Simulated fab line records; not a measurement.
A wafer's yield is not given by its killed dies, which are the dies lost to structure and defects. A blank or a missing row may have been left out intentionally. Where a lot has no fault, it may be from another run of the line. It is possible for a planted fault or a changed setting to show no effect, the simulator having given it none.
fab line records ; flow n5Finfet
record: lots: 4; wafers: 11; lastDay: 16
route steps=1938 shown MOL_CONTACT_COAG@558 BEOL_M4@1111 PASSIVATION@1936
lots untouched by any fault: they come from a run of this same line in which no faults occurred
startH: start of the lot's first displayed wafer, in hours after the record's first day ; waitH: hours elapsed since this lot's preceding step ; " unchanged from the row above ; L1.1+2: one row covering several wafers at once ; - no value, or no start given ; * or withheld: withheld ; < > ~ a bound
route shown NAME@n: a module of which the file shows steps, and the number in the route of the first ; usual: mean and standard deviation over wafers with no fault ; same: alike in all rows ; chamber/n: place in a boat ; sites: readings site by site ; _std_site: standard deviation of those values ; _edge_site: mean of outer sites minus mean of inner sites ; radiusMm: for every site, how far away it sits from the centre of the wafer ; mask NAME#n: copy n ; behind: the tool/chamber that last shaped the wafer ; hold: cause of the lot's hold/its duration in hours/its outcome ; device: names the non-switching transistor (n, p or np) ; end of line: the same wafers' tests at the end of the route ; for a step that has no rows: nothing shown but its recipe ; killed: the dies lost at the first sort to structure and to defects; this is not the yield of the wafer ; map: dies across one wafer; x = killed, . = not, _ = none there
set.NAME: setting as actually run; set.NAME@STEP: the setting as run at that earlier step ; model.NAME: the simulator's own value behind a step, which no gauge read
lots at some steps of the route; a table a step, a row a wafer
services: when a tool's chamber went out of use (startH, in hours from the record's first day, below 0 if earlier), for how many hours, and the reason
== steps ==
step: N5_MOL_CONTACT_COAG_WET_ETCH_116
recipe: chemistry: SC1-inhibited; targetDepthNm: 4.6; dry: ipaMarangoni; rinseTimeS: 30; rinseTempC: 23
step: N5_MOL_CONTACT_COAG_ALD_27
recipe: material: SiOC; targetThkA: 170; tempC: 400; aldPrecursorFamily: carbosiloxane; aldCoReactant: H2-plasma; pulseTimeS: 1.5; timeS: 2720; purgeTimeS: 2; coReactantPurgeTimeS: 2; aldCycles: 340; pressureTorr: 2
step: N5_MOL_CONTACT_COAG_CMP_28
recipe: stopOn: SiNx; tOverpolishS: 0.85; postCmpClean: alkalineBrush; downForcePsi: 4.15; platenRpm: 51.8; padVelocityMS: 1.0307; targetThkNm: 14.522
step: N5_MOL_CONTACT_COAG_ALD_123
recipe: material: SiNx; targetThkA: 50; tempC: 400; aldPrecursorFamily: SiH2I2; aldCoReactant: N2/H2-plasma; pulseTimeS: 1; purgeTimeS: 2; coReactantPurgeTimeS: 2; aldCycles: 100; pressureTorr: 2
step: N5_MOL_CONTACT_COAG_PECVD_31
recipe: material: SiO2; targetThkA: 460; tempC: 400; precursor: TEOS/O2; pressureTorr: 6.5; rfW: withheld; teosFlowSccm: withheld; gas: O2; flowSccm: 2650; timeS: 8.9
step: N5_MOL_CONTACT_COAG_COAT_75
recipe: resist: SOC; tempC: 250; timeS: 60; spinRpm: 1500; resistThkNm: 60
step: N5_MOL_CONTACT_COAG_COAT_76
recipe: resist: SiARC; tempC: 220; timeS: 60; spinRpm: 1500; resistThkNm: 10
step: N5_MOL_CONTACT_COAG_COAT_77
recipe: resist: underlayer; tempC: 205; timeS: 60; spinRpm: 1500; resistThkNm: 10
step: N5_MOL_CONTACT_COAG_COAT_78
recipe: resist: CAR-EUV; spinRpm: 1500; resistThkNm: 40
step: N5_MOL_CONTACT_COAG_EBR_80
recipe: solvent: PGMEA; ebrWidthMm: 1.5
step: N5_MOL_CONTACT_COAG_SOFTBAKE_79
recipe: tempC: 110; timeS: 60; resist: CAR-EUV
step: N5_MOL_CONTACT_COAG_EXPOSE_81
recipe: maskId: VG; na: 0.33; sourceShape: annular; sigmaInner: 0.3; sigmaOuter: 0.7; polarization: unpolarized; defocusNm: 0; doseMj: 59.5
usual: exposureDoseMJCm2: 60.0/0.43
same: na: 0.33
lot.wafer;tool;chamber;startH;waitH;mask;exposureDoseMJCm2
L103.1;euvScanner-01;0;150.96;-;VG#0;60.4
L103.3;euvScanner-01;0;150.96;-;VG#0;60.3
L103.6;euvScanner-01;0;150.96;-;VG#0;60.3
L107.2;euvScanner-02;0;169.41;-;VG#0;59.6
L107.4;euvScanner-02;0;169.41;-;VG#0;59.5
L109.2;euvScanner-01;0;183.57;-;VG#0;62.2
L109.5;euvScanner-01;0;183.57;-;VG#0;62.1
L109.6;euvScanner-01;0;183.57;-;VG#0;62.2
L110.3;euvScanner-01;0;188.25;-;VG#0;63.5
L110.4;euvScanner-01;0;188.25;-;VG#0;63.6
L110.5;euvScanner-01;0;188.25;-;VG#0;63.6
step: N5_MOL_CONTACT_COAG_PEB_82
recipe: pebTempC: 100; pebTimeS: 60; resist: CAR-EUV
step: N5_MOL_CONTACT_COAG_DEVELOP_83
recipe: developTimeS: 30; developer: TMAH; resist: CAR-EUV; rinseLiquid: surfactantRinse; dry: airSpin; devTempC: 23
step: N5_MOL_CONTACT_COAG_CD_MEAS_84
recipe: targetCdNm: 25.1; landingEnergyEv: 500; detector: seInlens; polarity: opening
usual: cdNm: 25.1/0.34
lot.wafer;tool;chamber;startH;waitH;cdNm
L103.1;cdSem-03;0;151.10;-;24.9
L103.3;cdSem-03;0;151.10;-;25.4
L103.6;cdSem-03;0;151.10;-;25.1
L107.2;cdSem-03;0;169.54;-;25.0
L107.4;cdSem-03;0;169.54;-;24.3
L109.2;cdSem-02;0;183.71;-;20.5
L109.5;cdSem-02;0;183.71;-;23.6
L109.6;cdSem-02;0;183.71;-;24.7
L110.3;cdSem-01;0;188.37;-;24.0
L110.4;cdSem-01;0;188.37;-;24.6
L110.5;cdSem-01;0;188.37;-;23.8
step: N5_MOL_CONTACT_COAG_DESCUM_88
recipe: chemistry: O2; timeS: 7; sourcePowerW: 50; biasPowerW: 20; pressureMtorr: 20; rfFrequencyHz: 2.712e+07; tempC: 40; resist: CAR-EUV; o2FlowSccm: 225
step: N5_MOL_CONTACT_COAG_ETCH_89
recipe: chemistry: N2/H2; target: underlayer; targetDepthA: 130; maskMaterial: CAR-EUV; timeS: 10.4; ionEnergyEv: 200; pressureMtorr: 30; sourceW: 840; biasW: 150; n2FlowSccm: 200; h2FlowSccm: 200; ends: cleared
step: N5_MOL_CONTACT_COAG_ETCH_90
recipe: chemistry: CF4; target: SiARC; targetDepthA: 130; maskMaterial: CAR-EUV; timeS: 21.7; ionEnergyEv: 80; pressureMtorr: 40; sourceW: 545; biasW: 36; Ar_flow_sccm: 100; cf4FlowSccm: 100; ends: cleared
step: N5_MOL_CONTACT_COAG_ALD_131
recipe: material: SiO2; targetThkA: 50; tempC: 100; aldPrecursorFamily: BDEAS; aldCoReactant: O2-plasma; pulseTimeS: 1; coReactantPulseTimeS: 1; purgeTimeS: 2; coReactantPurgeTimeS: 2; aldCycles: 35; pressureTorr: 2
step: N5_MOL_CONTACT_COAG_ETCHBACK_132
recipe: chemistry: CHF3; target: SiO2; targetDepthA: 100; timeS: 6.7; ionEnergyEv: 200; pressureMtorr: 30; sourceW: 610; biasW: 170; Ar_flow_sccm: 200; CHF3_flow_sccm: 50
step: N5_MOL_CONTACT_COAG_ETCH_91
recipe: chemistry: N2/H2; target: SOC; targetDepthA: 600; overetchA: 210; maskMaterial: SiARC; tempC: 40; timeS: 101.2; ionEnergyEv: 200; pressureMtorr: 30; sourceW: 840; biasW: 150; n2FlowSccm: 200; h2FlowSccm: 200
step: N5_MOL_CONTACT_COAG_STRIP_92
recipe: chemistry: N2/H2; tempC: 40; n2FlowSccm: 200; h2FlowSccm: 200; rfFrequencyHz: 6e+07
step: N5_MOL_CONTACT_COAG_STRIP_93
recipe: chemistry: N2/H2; tempC: 40; n2FlowSccm: 200; h2FlowSccm: 200; rfFrequencyHz: 6e+07
step: N5_MOL_CONTACT_COAG_ETCHBACK_135
recipe: chemistry: CHF3; target: SiO2; targetDepthA: 250; timeS: 16.7; ionEnergyEv: 200; pressureMtorr: 30; sourceW: 610; biasW: 170; Ar_flow_sccm: 200; CHF3_flow_sccm: 50
step: N5_MOL_CONTACT_COAG_STRIP_118
recipe: chemistry: CHF3; resist: SiARC; rfFrequencyHz: 6e+07
step: N5_MOL_CONTACT_COAG_VIA_ETCH_46
recipe: chemistry: C4F6/O2; targetDepthA: 460; overetchA: 92; maskMaterial: SOC; target: SiO2; biasW: 455; pressureMtorr: 10; timeS: 40; sourceW: 325; Ar_flow_sccm: 300; C4F6_flow_sccm: 10; O2_flow_sccm: 10; ionEnergyEv: 575.3; ends: endPoint
step: N5_MOL_CONTACT_COAG_STRIP_96
recipe: chemistry: N2/H2; powerW: 500; tempC: 40; pressureMtorr: 50; rfFrequencyHz: 6e+07; overashFraction: 0.3; biasPowerW: 28; h2Frac: 0.5; n2FlowSccm: 300; h2FlowSccm: 300
step: N5_MOL_CONTACT_COAG_ETCH_47
recipe: chemistry: CH3F/O2; target: SiNx; targetDepthA: 270; maskMaterial: SiO2; stopOn: W; overEtchFrac: 0.2; ionEnergyEv: 120; endpoint: OES-CN; pressureMtorr: 30; sourceW: 395; biasW: 73; Ar_flow_sccm: 150; CH3F_flow_sccm: 30; O2_flow_sccm: 20; ends: endPoint
step: N5_MOL_CONTACT_COAG_STRIP_119
recipe: chemistry: N2/H2; timeS: 30; powerW: 1000; tempC: 250; pressureMtorr: withheld; n2FlowSccm: 1750; h2FlowSccm: 3250
step: N5_MOL_CONTACT_COAG_PRECLEAN_144
recipe: chemistry: alkalineClean; tempC: 60; timeS: 60; doPpb: 50
step: N5_MOL_CONTACT_COAG_SRD_145
recipe: dry: ipaMarangoni; timeS: 30; tempC: 23; rinseLiquid: diw
step: N5_MOL_CONTACT_COAG_CD_MEAS_137
recipe: targetCdNm: 16
usual: cdNm: 15.8/0.47
lot.wafer;tool;chamber;startH;waitH;cdNm
L103.1;cdSem-02;-;152.60;0.0;15.7
L103.3;cdSem-02;-;152.60;0.0;16.4
L103.6;cdSem-02;-;152.60;0.0;16.2
L107.2;cdSem-01;-;170.48;0.0;15.9
L107.4;cdSem-01;-;170.48;0.0;15.5
L109.2;cdSem-03;-;184.75;0.0;11.6
L109.5;cdSem-03;-;184.75;0.0;14.3
L109.6;cdSem-03;-;184.75;0.0;14.9
L110.3;cdSem-03;-;190.50;0.0;15.4
L110.4;cdSem-03;-;190.50;0.0;14.6
L110.5;cdSem-03;-;190.50;0.0;13.8
step: N5_MOL_CONTACT_COAG_COAT_62
recipe: resist: SOC; tempC: 250; timeS: 60; spinRpm: 1500; resistThkNm: 60
step: N5_BEOL_M4_RC_MEAS_101
usual: DIBL_N: 35.8/2.2; DIBL_P: 35.3/2.7; IOFF_N: 0.16/0.043; IOFF_P: 0.21/0.043; ION_N: 676/15; ION_P: 463/9.1; SS_N: 71.4/0.77; SS_P: 73.0/0.79; VT_N: 250/4; VT_P: -249.8/2.8
lot.wafer;tool;chamber;startH;waitH;DIBL_N[mV/V];DIBL_P[mV/V];IOFF_N[nA/um];IOFF_P[nA/um];ION_N[uA/um];ION_P[uA/um];SS_N[mV/dec];SS_P[mV/dec];VT_N[mV];VT_P[mV]
L103.1;prober-02;0;231.75;0.0;38.2;36.5;0.17;0.21;680;459;72.0;73.0;249;-250.7
L103.3;prober-02;0;231.75;0.0;33.6;32.2;0.11;0.16;671;461;70.2;71.8;250;-253.1
L103.6;prober-02;0;231.75;0.0;38.7;38.1;0.18;0.24;681;468;71.8;73.6;247;-248.2
L107.2;prober-01;0;247.74;0.2;37.8;38.9;0.19;0.25;668;459;72.5;73.8;245;-245.8
L107.4;prober-01;0;247.74;0.2;34.4;35.1;0.12;0.18;680;466;72.0;73.0;251;-252.1
step: N5_PASSIVATION_PROBE_49
usual: killed_at_M0_to_M3: 34/11; killed_at_M4_up: 14/5.6; killedAtContacts: 13/5.9; killedAtFrontEnd: 40/11; killedAtOther: 4/3.1; killedDies: 105/16; killedOnRim: 14/4.2; killedOpen: 68/11; killedShort: 34/8.4
same: grossDies: 1180; killedAtBackSide: 0
lot.wafer;tool;chamber;startH;waitH;killed_at_M0_to_M3;killed_at_M4_up;killedAtContacts;killedAtFrontEnd;killedAtOther;killedDies;killedOnRim;killedOpen;killedShort
L107.2;prober-01;-;347.43;0.1;27;14;12;41;5;99;9;61;35
L107.4;prober-01;-;347.53;0.2;36;14;8;27;3;88;10;57;27
L109.2;prober-02;-;380.93;0.1;49;12;1070;44;5;1180;152;81;37
L109.5;prober-02;-;381.08;0.2;51;11;1059;45;14;1180;152;82;44
L109.6;prober-02;-;381.13;0.3;42;10;1082;39;7;1180;152;71;37
killed by level:class
L107.2 MOL_CONTACT_COAG:geometricParticle:open=10 BEOL_M4:geometricParticle:open=7 STI_FIN_REVEAL:geometricParticle:open=6 DUMMY_GATE:geometricParticle:open=6 BEOL_M0_SAQP:geometricParticle:short=6 BEOL_M2:geometricParticle:open=6 BEOL_M3:geometricParticle:open=6 FIN_SAQP:geometricParticle:short=5
L107.4 MOL_CONTACT_COAG:geometricParticle:open=8 BEOL_M2:geometricParticle:open=8 BEOL_M0_SAQP:geometricParticle:short=7 DUMMY_GATE:geometricParticle:open=6 BEOL_M3:geometricParticle:open=6 BEOL_M0_SAQP:geometricParticle:open=4 BEOL_M0:geometricParticle:open=4 BEOL_M4:geometricParticle:open=4
L109.2 MOL_CONTACT_COAG:areaExpose=1060 BEOL_M0_SAQP:geometricParticle:short=15 BEOL_M0_SAQP:geometricParticle:open=10 BEOL_M1:geometricParticle:open=10 STI_FIN_REVEAL:geometricParticle:open=9 DUMMY_GATE:geometricParticle:open=8 FIN_SAQP:geometricParticle:open=7 MOL_CONTACT_COAG:geometricParticle:open=6
L109.5 MOL_CONTACT_COAG:areaExpose=1050 BEOL_M0_SAQP:geometricParticle:short=16 BEOL_M0_SAQP:geometricParticle:open=15 BEOL_M2:geometricParticle:open=11 FIN_SAQP:geometricParticle:open=10 MOL_CONTACT_COAG:geometricParticle:open=9 FIN_SAQP:geometricParticle:short=8 BEOL_M0:geometricParticle:open=6
L109.6 MOL_CONTACT_COAG:areaExpose=1070 MOL_CONTACT_COAG:geometricParticle:open=12 BEOL_M0_SAQP:geometricParticle:short=11 FIN_SAQP:geometricParticle:open=10 BEOL_M2:geometricParticle:open=10 BEOL_M0_SAQP:geometricParticle:open=9 BEOL_M1:geometricParticle:open=9 STI_FIN_REVEAL:geometricParticle:open=6
map L109.2 (x killed, . not)
_________________xxxxxxxxxxxx________________
______________xxxxxxxxxxxxxxxxxx_____________
___________xxxxxxxxxxxxxxxxxxxxxxxx__________
__________xxxxxxxxxxxxxxxxxxxxxxxxxx_________
________xxxxxxxxxxxxxxxxxxxxxxxxxxxxxx_______
_______xxxxxxxxxxxxxxxxxxxxxxxxxxxxxxxx______
______xxxxxxxxxxxxxxxxxxxxxxxxxxxxxxxxxx_____
_____xxxxxxxxxxxxxxxxxxxxxxxxxxxxxxxxxxxx____
____xxxxxxxxxxxxxxxxxxxxxxxxxxxxxxxxxxxxxx___
___xxxxxxxxxxxxxxxxxxxxxxxxxxxxxxxxxxxxxxxx__
___xxxxxxxxxxxxxxxxxxxxxxxxxxxxxxxxxxxxxxxx__
__xxxxxxxxxxxxxxxxxxxxxxxxxxxxxxxxxxxxxxxxxx_
__xxxxxxxxxxxxxxxxxxxxxxxxxxxxxxxxxxxxxxxxxx_
_xxxxxxxxxxxxxxxxxxxxxxxxxxxxxxxxxxxxxxxxxxxx
_xxxxxxxxxxxxxxxxxxxxxxxxxxxxxxxxxxxxxxxxxxxx
_xxxxxxxxxxxxxxxxxxxxxxxxxxxxxxxxxxxxxxxxxxxx
_xxxxxxxxxxxxxxxxxxxxxxxxxxxxxxxxxxxxxxxxxxxx
_xxxxxxxxxxxxxxxxxxxxxxxxxxxxxxxxxxxxxxxxxxxx
_xxxxxxxxxxxxxxxxxxxxxxxxxxxxxxxxxxxxxxxxxxxx
_xxxxxxxxxxxxxxxxxxxxxxxxxxxxxxxxxxxxxxxxxxxx
_xxxxxxxxxxxxxxxxxxxxxxxxxxxxxxxxxxxxxxxxxxxx
__xxxxxxxxxxxxxxxxxxxxxxxxxxxxxxxxxxxxxxxxxx_
__xxxxxxxxxxxxxxxxxxxxxxxxxxxxxxxxxxxxxxxxxx_
___xxxxxxxxxxxxxxxxxxxxxxxxxxxxxxxxxxxxxxxx__
___xxxxxxxxxxxxxxxxxxxxxxxxxxxxxxxxxxxxxxxx__
____xxxxxxxxxxxxxxxxxxxxxxxxxxxxxxxxxxxxxx___
_____xxxxxxxxxxxxxxxxxxxxxxxxxxxxxxxxxxxx____
______xxxxxxxxxxxxxxxxxxxxxxxxxxxxxxxxxx_____
_______xxxxxxxxxxxxxxxxxxxxxxxxxxxxxxxx______
________xxxxxxxxxxxxxxxxxxxxxxxxxxxxxx_______
__________xxxxxxxxxxxxxxxxxxxxxxxxxx_________
___________xxxxxxxxxxxxxxxxxxxxxxxx__________
______________xxxxxxxxxxxxxxxxxx_____________
_________________xxxxxxxxxxxx________________
map L103.3 (x killed, . not)
_________________........x...________________
______________..x..............x_____________
___________....x...................__________
__________..............x...x......._________
________.x........x.................x._______
_______.....x..........................______
______..........x....x.x................_____
_____............x....................x.x____
____....x.x...............................___
___....x..x.................x...x..........__
___....x...................................__
__......x........x...x........x.x......x...._
__..x...................................x..._
_..x.x......x...x............x.....x.......x.
_......x..x..x................x........x.....
_.......x...x......................x.....x...
_.......x........x.......x....x.x............
_.x.x..xx.....x.................x............
_x..x.x..........x..x.x.x........x...........
_......x......x.....x...........x............
_.......x..............x.....................
__......x...........x............x....x....._
__..x......xx....x.......x.x....x........x.._
___.......x...................x............__
___.x..x............x....................x.__
____...............xx..x..........x.......___
_____....x........................x....x.____
______......x...xx..............x......._____
_______.......x....x......x.xx.........______
________...............x.x......x.x..._______
__________..................x......._________
___________.x......................__________
______________x..............xx._____________
_________________.......x..xx________________
== services ==
tool;chamber;startH;hours;kind
euvScanner-01;-;161.65;5.8;pm
euvScanner-02;-;170.78;1.0;pm
euvScanner-01;-;171.79;1.0;pm
== key ==
firstSign: step: N5_MOL_CONTACT_COAG_EXPOSE_81; reading: exposureDoseMJCm2; direction: up; sigmas: 6.7; usual: 60.0; struck: 62.9
effect: step: N5_MOL_CONTACT_COAG_CD_MEAS_84; reading: cdNm; direction: down; sigmas: 4.6; usual: 25.1; struck: 23.5; wafersMoved: 4; through: controlLoop
effect: step: N5_MOL_CONTACT_COAG_CD_MEAS_137; reading: cdNm; direction: down; sigmas: 3.7; usual: 15.8; struck: 14.1; wafersMoved: 4; through: controlLoop
effect: step: N5_PASSIVATION_PROBE_49; reading: killedAtContacts; direction: up; sigmas: 99+; usual: 13; struck: 1070
moreKillsBornAt: N5_MOL_CONTACT_COAG_EXPOSE_81@euvScanner-01: 3180
metAt N5_MOL_CONTACT_COAG_EXPOSE_81
struckWafers L109.2,L109.5,L109.6,L110.3,L110.4,L110.5
rowsEnd L110.3,L110.4,L110.5
laterRowsLeftOut L109.2,L109.5,L109.6
testerLeftOut L109
loopTrim: step: N5_MOL_CONTACT_COAG_EXPOSE_81; setting: dose; lots: L109,L110
onsetBetween 150.96 183.57
earlierFault: kind: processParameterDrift; tool: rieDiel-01; chamber: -; onsetH: 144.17; steps: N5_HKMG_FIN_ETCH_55; channel: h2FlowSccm; offset: 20; shape: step; actsIn: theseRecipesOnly; stated: 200
fault: kind: processParameterDrift; tool: euvScanner-01; chamber: -; onsetH: 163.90; steps: N5_MOL_CONTACT_COAG_EXPOSE_81; channel: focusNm; offset: 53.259; spreadByWafer: 0.3; shape: step
testerLeftOut: of these lots the tester's yield and bins aren't shown, on N5 and GAA mostly nor the transistor test; their killed dies are dies lost to structure and defects alone, not to doping, threshold or leakage, so they don't give the yield
laterRowsLeftOut: the simulator's readings of these wafers behind a module that went badly wrong aren't trusted and aren't shown, but for the sort
rowsEnd: these wafers met a further fault down the route, and their rows from its step on are left out
loopTrim: a control loop set the setting to another value than it would have without faults
